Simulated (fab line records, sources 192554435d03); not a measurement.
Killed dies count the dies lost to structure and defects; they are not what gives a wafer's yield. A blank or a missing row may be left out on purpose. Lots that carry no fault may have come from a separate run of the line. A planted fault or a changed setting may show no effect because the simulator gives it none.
Problem report in the 8D (eight disciplines) form, filled by code :: flow n5-finfet :: the parts of the form that need people (team, actions taken, sign-off) are left out

## 1. THE PROBLEM
spin-speed-rpm at N5_BEOL_M14_COAT_65 reads a mean of 1418.9 rpm on 9 wafers of 3 lots; wafers without a fault read 1500.0 rpm with a standard deviation of 0.83. Relative to the usual mean, that is a shift of -98 standard deviations.
The step: time 60 s, resist thk 450 nm.
Earliest sighting: wafer L170.2 on litho-track-02 at day 13 17:53. The record has a number at this step for 21 wafers belonging to 7 lots. Rule for "out", or "out of limits": more than 4 standard deviations from the usual mean. All remaining wafers that have a number are taken as sound.

## 2. WHAT IT IS, WHAT IT ISN'T
question: which readings at this step
is: spin-speed-rpm
is not: -

question: which lots
is: L170, L172, L173
is not: L163, L167, L178, L184

question: which wafers of those lots
is: all that have a number
is not: -

question: read on which tools
is: litho-track-02
is not: litho-track-04, litho-track-05

question: when
is: from day 13 17:53
is not: up to then (6 sound wafers); but 6 sound wafers of L178, L184 came after

## 3. SUSPECTS, AND WHAT RULES EACH OUT
Counting: a tool at any process step up to the reading remains a suspect when it ran all the lots that are out and ran no sound lot after the first of those.
- litho-track-02 at N5_BEOL_M14_COAT_65 (time 60 s, resist thk 450 nm): kept. All lots that are out passed through it, beginning with L170 at day 13 17:53, and no sound lot followed; its final sound lot before that point was L167 at day 13 01:02. Its own readings are out on those wafers: spin-speed-rpm.
Remaining after the count: litho-track-02 at N5_BEOL_M14_COAT_65.

## 4. THE CAUSE (what the simulator had put in)
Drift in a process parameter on litho-track-02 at N5_BEOL_M14_COAT_65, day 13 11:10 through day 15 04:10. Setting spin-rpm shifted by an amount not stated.
This tool alone remained once counting was done.

## 5. THE CHAIN OF EFFECTS, in route order
Each row: a reading whose mean over the struck wafers that have a number lies more than 3 standard deviations from the usual. Only readings for which the record gives a usual standard deviation are gone through. hours: the time from each lot's start at the first step in this table that gives one to its start at this step, as a median over the lots. sigmas: the change in usual standard deviations.
hours: 0
step: N5_BEOL_M14_COAT_65
reading: spin-speed-rpm
usual: 1500.0 rpm
on struck wafers: 1418.9
change: -81.1
sigmas: -98
It contains these process steps:
- N5_BEOL_M14_COAT_65: time 60 s, resist thk 450 nm.

## 6. HOW IT WOULD HAVE BEEN CAUGHT EARLIER
7 hours passed between the start of the fault at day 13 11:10 and the first reading out of limits in this record, taken at day 13 17:53.
